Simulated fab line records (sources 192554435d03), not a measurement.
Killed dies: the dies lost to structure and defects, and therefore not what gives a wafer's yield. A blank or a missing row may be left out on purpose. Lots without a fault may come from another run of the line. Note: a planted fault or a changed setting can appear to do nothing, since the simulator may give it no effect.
fab line records	flow n5_finfet
record lots=9	wafers=27	last_day=17
route steps=1938 shown BEOL_M0_SAQP@691 BEOL_M0_CUTY@705 BEOL_M4@1111
lots that met no fault: taken from a fault-free run of the same line
start_h: hours from the record's first day to the start of the lot's first wafer shown	wait_h: how many hours have passed since the lot's step before this one	" the same as in the row above	L1.1+2: one row covering several wafers at once	- no value, or no start was given	* or withheld: withheld	< > ~ a bound
route shown NAME@n: a module of which the file shows steps, and the number in the route of the first	usual: the fault-free wafers' mean and standard deviation	same: alike in all rows	chamber/n: place in a boat	sites: readings site by site	_std_site: how widely they spread, as a standard deviation	_edge_site: mean of outer sites minus mean of inner sites	radius_mm: how far each site lies from the wafer's centre	mask NAME#n: copy n	behind: tool/chamber where the wafer was last shaped	hold: cause of the lot's hold/its duration in hours/its outcome	device: whichever transistor did not switch (one of n, p or np)	end of line: the same wafers' tests at the end of the route	where a step has no rows: the recipe by itself	killed: at the first sort, the dies lost to defects and structure; wafer yield is something else	map: per-die view of a wafer (x killed, . not killed, _ where there is no die)
set.NAME: the run value of the setting; set.NAME@STEP: its run value at that earlier step	model.NAME: the simulator's own value behind a step, which no gauge read
steps of the route over a sample of lots; a table a step, a row a wafer
services: the hour from which a tool's chamber was out of use, counted from the record's first day as start_h (under 0 if before that day), plus the number of hours and why
## steps
# step N5_BEOL_M0_SAQP_INSPECT_42
# recipe mode=adi	inspect_instrument=brightfield
# usual raw_defect_count=275/80
lot.wafer	tool	chamber	start_h	wait_h	raw_defect_count
L468.1	defect_inspect-01	-	121.99	0.1	307
L468.3	"	-	"	"	407
L468.5	"	-	"	"	454
L469.1	defect_inspect-02	-	129.66	0.1	181
L469.4	"	-	"	"	261
L469.6	"	-	"	"	186
L473.4	defect_inspect-02	-	147.94	0.0	400
L473.5	"	-	"	"	293
L473.6	"	-	"	"	289
L475.2	defect_inspect-01	-	163.48	0.0	281
L475.4	"	-	"	"	271
L475.5	"	-	"	"	379
L480.1	defect_inspect-01	-	194.52	0.1	171
L480.3	"	-	"	"	223
L480.5	"	-	"	"	209
L482.1	defect_inspect-02	-	207.12	0.1	166
L482.5	"	-	"	"	211
L482.6	"	-	"	"	188
L487.3	defect_inspect-01	-	233.93	0.0	131
L487.4	"	-	"	"	151
L487.6	"	-	"	"	142
L488.2	defect_inspect-01	-	237.93	0.0	215
L488.5	"	-	"	"	194
L488.6	"	-	"	"	195
L489.3	defect_inspect-01	-	246.32	0.0	220
L489.5	"	-	"	"	213
L489.6	"	-	"	"	328
# step N5_BEOL_M0_SAQP_ETCH_73
# recipe chemistry=CF4	target=SiARC	target_depth_a=195	mask_material=CAR-EUV	time_s=32.5	ion_energy_ev=80	pressure_mtorr=40	source_w=545	bias_w=36	Ar_flow_sccm=100	cf4_flow_sccm=100	ends=cleared
# usual drypump_motor_current_A=5.6/0.43	etch_rf_on_time_s=32.8/1.1	mfc_ar_sccm=100.1/0.33	oes_product_au=0.67/0.072	rf_vpp_V=184.0/1	showerhead_plenum_p_Torr=2.13/0.052	throttle_valve_pct=15.67/0.2
lot.wafer	tool	chamber	start_h	wait_h	drypump_motor_current_A	etch_rf_on_time_s	mfc_ar_sccm	oes_product_au	rf_hours_counter_h	rf_vpp_V	showerhead_plenum_p_Torr	throttle_valve_pct
L468.1	rie_diel-06	2	122.08	0.0	6.0	33.1	99.9	0.61	201	182.6	2.12	15.80
L468.3	"	1	"	"	5.7	32.9	100.4	0.64	154	182.6	2.13	15.78
L468.5	"	1	"	"	5.7	32.9	99.6	0.64	-	184.6	2.13	15.77
L469.1	rie_diel-03	0	129.75	0.0	5.1	34.9	100.4	0.62	180	184.6	2.15	15.78
L469.4	"	1	"	"	5.4	34.4	99.8	0.81	2	184.9	2.27	15.52
L469.6	"	2	"	"	5.3	32.9	99.7	0.57	-	182.4	2.12	15.70
L473.4	rie_diel-04	0	148.02	0.0	5.9	32.8	100.1	0.62	176	184.1	2.13	15.84
L473.5	"	2	"	"	5.7	30.8	100.0	0.61	-	182.2	2.04	16.00
L473.6	"	1	"	"	5.2	31.6	100.2	0.63	-	184.0	2.12	15.59
L475.2	rie_diel-06	0	163.56	0.0	5.2	34.3	99.7	0.70	65	182.3	2.09	15.45
L475.4	"	3	"	"	6.2	32.5	99.6	0.75	29	183.7	2.19	15.42
L475.5	"	3	"	"	6.2	32.4	100.0	0.76	-	183.6	2.19	15.43
L480.1	rie_diel-03	2	194.83	0.0	5.3	31.5	99.5	0.80	7	184.3	2.11	15.20
L480.3	"	0	"	"	5.1	33.9	99.5	0.60	202	182.5	2.14	15.84
L480.5	"	0	"	"	5.1	33.7	99.9	0.61	-	183.4	2.14	15.83
L482.1	rie_diel-04	3	207.21	0.0	5.1	33.6	100.1	0.73	46	184.1	2.09	15.48
L482.5	"	2	"	"	5.7	30.9	100.4	0.60	-	183.6	2.03	16.03
L482.6	"	1	"	"	5.2	31.9	99.7	0.61	-	182.9	2.12	15.63
L487.3	rie_diel-04	1	234.01	0.0	5.2	32.7	100.1	0.60	217	183.4	2.11	15.63
L487.4	"	2	"	"	5.7	31.3	100.1	0.59	242	182.8	2.03	16.04
L487.6	"	0	"	"	5.9	32.1	100.2	0.62	-	183.7	2.12	15.89
L488.2	rie_diel-06	3	238.02	0.0	6.2	32.8	100.2	0.72	52	183.7	2.18	15.46
L488.5	"	2	"	"	6.1	33.1	99.7	0.58	-	183.9	2.10	15.86
L488.6	"	3	"	"	6.2	33.0	100.2	0.72	-	183.4	2.18	15.47
L489.3	rie_diel-04	3	246.73	0.0	5.2	34.1	100.0	0.71	59	183.5	2.09	15.52
L489.5	"	3	"	"	5.1	34.0	100.0	0.71	-	184.5	2.09	15.54
L489.6	"	0	"	"	5.9	32.6	100.3	0.61	-	183.3	2.12	15.89
# step N5_BEOL_M0_CUTY_EXPOSE_54
# recipe mask_id=M0_ABLK	na=1.35	source_shape=conventional	sigma_outer=0.8	polarization=unpolarized	dose_mj=36
# usual exposure_dose_mJ_cm2=35.97/0.035
lot.wafer	tool	chamber	start_h	wait_h	mask	exposure_dose_mJ_cm2
L468.1	arfi_scanner-03	0	123.20	-	M0_ABLK#0	35.95
L468.3	"	0	"	"	M0_ABLK#0	35.94
L468.5	"	0	"	"	M0_ABLK#0	35.95
L469.1	arfi_scanner-03	0	130.83	-	M0_ABLK#0	35.89
L469.4	"	0	"	"	M0_ABLK#0	35.99
L469.6	"	0	"	"	M0_ABLK#0	35.96
L473.4	arfi_scanner-03	0	149.12	-	M0_ABLK#0	35.61
L473.5	"	0	"	"	M0_ABLK#0	35.56
L473.6	"	0	"	"	M0_ABLK#0	35.60
L475.2	arfi_scanner-03	0	164.95	-	M0_ABLK#0	35.66
L475.4	"	0	"	"	M0_ABLK#0	35.64
L475.5	"	0	"	"	M0_ABLK#0	35.67
L480.1	arfi_scanner-01	0	196.11	-	M0_ABLK#0	35.93
L480.3	"	0	"	"	M0_ABLK#0	35.94
L480.5	"	0	"	"	M0_ABLK#0	35.94
L482.1	arfi_scanner-01	0	208.40	-	M0_ABLK#0	35.94
L482.5	"	0	"	"	M0_ABLK#0	35.98
L482.6	"	0	"	"	M0_ABLK#0	35.94
L487.3	arfi_scanner-01	0	235.17	-	M0_ABLK#0	35.91
L487.4	"	0	"	"	M0_ABLK#0	35.90
L487.6	"	0	"	"	M0_ABLK#0	35.97
L488.2	arfi_scanner-02	0	239.15	-	M0_ABLK#0	36.03
L488.5	"	0	"	"	M0_ABLK#0	35.92
L488.6	"	0	"	"	M0_ABLK#0	36.00
L489.3	arfi_scanner-01	0	248.02	-	M0_ABLK#0	35.97
L489.5	"	0	"	"	M0_ABLK#0	35.99
L489.6	"	0	"	"	M0_ABLK#0	35.96
# step N5_BEOL_M0_CUTY_CD_MEAS_57
# recipe target_cd_nm=200	landing_energy_ev=500	detector=se_inlens	polarity=line
# usual cd_nm=200.5/1.1
lot.wafer	tool	chamber	start_h	wait_h	cd_nm
L468.1	cd_sem-01	0	123.33	-	201.1
L468.3	"	0	"	"	202.5
L468.5	"	0	"	"	201.7
L469.1	cd_sem-01	0	130.95	-	198.2
L469.4	"	0	"	"	201.1
L469.6	"	0	"	"	200.3
L473.4	cd_sem-03	0	149.23	-	201.3
L473.5	"	0	"	"	201.3
L473.6	"	0	"	"	201.0
L475.2	cd_sem-03	0	165.07	-	201.9
L475.4	"	0	"	"	200.1
L475.5	"	0	"	"	201.8
L480.1	cd_sem-02	0	196.24	-	203.2
L480.3	"	0	"	"	202.2
L480.5	"	0	"	"	202.5
L482.1	cd_sem-02	0	208.53	-	201.6
L482.5	"	0	"	"	200.1
L482.6	"	0	"	"	201.8
L487.3	cd_sem-02	0	235.28	-	199.7
L487.4	"	0	"	"	201.0
L487.6	"	0	"	"	200.1
L488.2	cd_sem-02	0	239.27	-	201.2
L488.5	"	0	"	"	199.9
L488.6	"	0	"	"	201.2
L489.3	cd_sem-03	0	248.14	-	198.5
L489.5	"	0	"	"	200.4
L489.6	"	0	"	"	198.9
# step N5_BEOL_M4_RC_MEAS_101
# usual DIBL_N=36.0/2.5	DIBL_P=36.2/3	IOFF_N=0.16/0.044	IOFF_P=0.21/0.049	ION_N=671/15	ION_P=461/8.7	SS_N=71.5/0.72	SS_P=73.4/0.9	VT_N=251/4.4	VT_P=-250/4
lot.wafer	tool	chamber	start_h	wait_h	DIBL_N[mV/V]	DIBL_P[mV/V]	IOFF_N[nA/um]	IOFF_P[nA/um]	ION_N[uA/um]	ION_P[uA/um]	SS_N[mV/dec]	SS_P[mV/dec]	VT_N[mV]	VT_P[mV]
L468.1	prober-02	0	189.25	0.6	34.6	36.4	0.13	0.19	652	449	71.9	73.2	254	-252
L468.3	"	0	"	"	33.6	35.3	0.13	0.17	660	452	71.7	73.2	253	-253
L468.5	"	0	"	"	33.5	35.5	0.13	0.18	652	447	72.0	73.0	254	-255
L469.1	prober-01	0	189.85	0.8	39.1	39.3	0.23	0.27	683	463	73.2	74.2	247	-246
L469.4	"	0	"	"	36.2	36.5	0.17	0.23	688	468	71.3	73.4	248	-248
L469.6	"	0	"	"	35.8	34.4	0.16	0.20	659	451	71.9	73.2	249	-248
L473.4	prober-01	0	219.58	0.5	36.4	36.8	0.15	0.20	678	464	71.5	73.5	252	-251
L473.5	"	0	"	"	34.6	33.4	0.11	0.16	653	452	70.4	72.5	255	-253
L473.6	"	0	"	"	35.0	35.4	0.12	0.20	669	468	71.6	72.8	255	-252
L475.2	prober-01	0	222.69	0.2	34.1	32.0	0.11	0.14	661	453	70.8	72.9	259	-259
L475.4	"	0	"	"	36.0	35.3	0.13	0.16	658	450	71.4	73.9	255	-258
L475.5	"	0	"	"	37.1	37.1	0.15	0.20	654	455	72.1	74.2	251	-254
L480.1	prober-01	0	258.40	0.0	36.0	36.7	0.15	0.22	671	461	71.7	73.2	252	-247
L480.3	"	0	"	"	36.6	38.2	0.17	0.24	686	471	71.6	74.0	250	-244
L480.5	"	0	"	"	35.9	35.8	0.15	0.19	658	450	72.3	73.3	254	-253
L482.1	prober-02	0	275.70	0.0	34.1	35.5	0.13	0.21	669	466	71.0	73.4	251	-248
L482.5	"	0	"	"	37.7	38.3	0.21	0.25	676	466	72.5	74.1	247	-247
L482.6	"	0	"	"	34.2	35.0	0.14	0.20	667	466	71.3	73.2	249	-252
L487.3	prober-02	0	306.95	0.3	36.2	37.6	0.16	0.25	674	477	71.6	73.7	250	-247
L487.4	"	0	"	"	33.7	33.4	0.11	0.17	657	453	71.6	72.2	256	-254
L487.6	"	0	"	"	39.4	39.8	0.22	0.28	694	471	73.2	73.9	243	-246
L489.3	prober-01	0	308.65	0.3	40.1	40.6	0.25	0.31	689	470	73.0	74.3	245	-242
L489.5	"	0	"	"	36.2	35.1	0.13	0.19	651	453	71.1	73.0	255	-252
L489.6	"	0	"	"	37.9	37.6	0.19	0.25	675	463	71.8	73.6	246	-246
L488.2	prober-01	0	309.42	0.6	36.4	36.3	0.17	0.25	678	473	72.1	73.6	251	-248
L488.5	"	0	"	"	39.7	40.5	0.26	0.34	698	475	72.2	74.3	242	-244
L488.6	"	0	"	"	34.3	32.5	0.13	0.18	672	460	70.5	72.5	251	-249
## services
tool	chamber	start_h	hours	kind
arfi_scanner-02	-	98.59	3.9	pm
arfi_scanner-02	-	114.34	0.8	pm
arfi_scanner-01	-	116.54	1.0	pm
arfi_scanner-03	-	121.99	0.8	pm
arfi_scanner-03	-	124.24	1.0	pm
arfi_scanner-01	-	124.85	3.9	pm
arfi_scanner-03	0	127.17	-	calibration
arfi_scanner-01	-	128.99	12.0	pm
rie_diel-06	3	133.56	10.2	repair
arfi_scanner-02	-	137.86	1.3	pm
rie_diel-03	1	146.18	2.5	repair
arfi_scanner-01	-	149.34	1.3	pm
arfi_scanner-02	-	159.05	1.0	pm
rie_diel-03	-	159.37	0.7	repair
arfi_scanner-03	-	167.24	1.3	pm
arfi_scanner-01	-	173.53	1.0	pm
rie_diel-04	-	188.17	14.6	pm
arfi_scanner-01	-	193.28	0.3	repair
arfi_scanner-02	-	201.51	4.9	pm
arfi_scanner-03	-	215.73	0.8	repair
arfi_scanner-03	-	234.86	1.9	repair
rie_diel-03	-	239.00	15.6	pm
arfi_scanner-03	-	245.10	4.2	repair
arfi_scanner-01	0	245.52	-	calibration
## key
first_sign step=N5_BEOL_M0_CUTY_EXPOSE_54	reading=exposure_dose_mJ_cm2	direction=down	sigmas=10	usual=35.97	struck=35.62
effect none on later readings
met_at N5_BEOL_M0_CUTY_EXPOSE_54
struck_lots L473,L475
loop_trim step=N5_BEOL_M0_CUTY_EXPOSE_54	setting=dose	lots=L475
not_acting_at N5_BEOL_M0_SAQP_INSPECT_42,N5_BEOL_M0_SAQP_ETCH_73,N5_BEOL_M0_CUTY_CD_MEAS_57
onset_between 130.83 149.12
fault kind=process_parameter_drift	tool=arfi_scanner-03	chamber=-	onset_h=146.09	steps=N5_BEOL_M0_CUTY_EXPOSE_54	channel=dose_mj	offset=-0.43006	shape=step	acts_in=these_recipes_only	stated=36
# loop_trim: a control loop set the setting to another value than it would have without faults
